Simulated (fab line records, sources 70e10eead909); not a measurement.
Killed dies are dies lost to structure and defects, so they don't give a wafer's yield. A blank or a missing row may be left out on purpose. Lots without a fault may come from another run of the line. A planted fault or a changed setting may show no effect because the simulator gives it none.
Problem report in the 8D (eight disciplines) form, filled by code | flow nand_harc | the parts of the form that need people (team, actions taken, sign-off) are left out

1. THE PROBLEM
heater_power_total_W at NHARC_P_ZERO_WELL_SOFTBAKE_06 reads a mean of 225.0 W on 3 wafers of 2 lots; wafers without a fault read 200.8 W with a standard deviation of 1.3. That is +19 standard deviations from the usual mean.
The step: time 70 s.
First seen on wafer L875.4, day 6 12:00, on litho_track-03. The record holds 36 wafers of 12 lots with a number at this step. Rule for "out", or "out of limits": more than 4 standard deviations from the usual mean. The other wafers with a number count as sound.

2. WHAT IT IS AND WHAT IT IS NOT
question                    | is                     | is not
which readings at this step | heater_power_total_W   | -
which lots                  | L875, L876             | L857, L860, L861, L864, L865, L866, L868, L871, L877, L878
which wafers of those lots  | L875.4, L875.5, L876.4 | L875.3, L876.1, L876.2
read on which tools         | litho_track-03         | litho_track-05, litho_track-07
when                        | from day 6 12:00       | up to then (25 sound wafers); but 8 sound wafers of L876, L877, L878 came after

3. SUSPECTS, AND WHAT RULES EACH OUT
Counting: a tool at a process step up to the reading stays a suspect if it ran every lot that is out. Sound lots after the first of them don't rule it out here, since some wafers of a struck lot are sound.
- litho_track-03 at NHARC_P_ZERO_WELL_SOFTBAKE_06 (time 70 s): kept. It ran every lot that is out, first L875 (day 6 12:00); its last sound lot up to then is L868 (day 4 18:00). Its own readings are out on those wafers: heater_power_total_W.
Left after counting: litho_track-03 at NHARC_P_ZERO_WELL_SOFTBAKE_06.

4. THE CAUSE (what the simulator had put in)
Process parameter drift: litho_track-03, from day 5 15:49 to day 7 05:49, at NHARC_P_ZERO_WELL_SOFTBAKE_06. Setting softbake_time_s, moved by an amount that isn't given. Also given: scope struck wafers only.
Counting left only this tool.

5. THE CHAIN OF EFFECTS, in route order
Each row: a reading whose mean over the struck wafers that have a number lies more than 3 standard deviations from the usual. Only readings for which the record gives a usual standard deviation are gone through. hours: the time from each lot's start at the first step in this table that gives one to its start at this step, as a median over the lots. sigmas: the change in usual standard deviations.
hours | step                          | reading              | usual   | on struck wafers | change | sigmas
0     | NHARC_P_ZERO_WELL_SOFTBAKE_06 | heater_power_total_W | 200.8 W | 225.0            | +24.2  | +19
The process steps in it:
- NHARC_P_ZERO_WELL_SOFTBAKE_06: time 70 s.
Later measuring or inspecting steps at which every struck wafer that the step has a row for has a number for every such reading, and none has moved that far: NHARC_P_ZERO_WELL_CD_MEAS_11, NHARC_END_SORT_01.

6. WHAT WOULD HAVE CAUGHT IT SOONER
In this record the first reading out of limits was taken at day 6 12:00, 20 hours after the fault began at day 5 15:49.
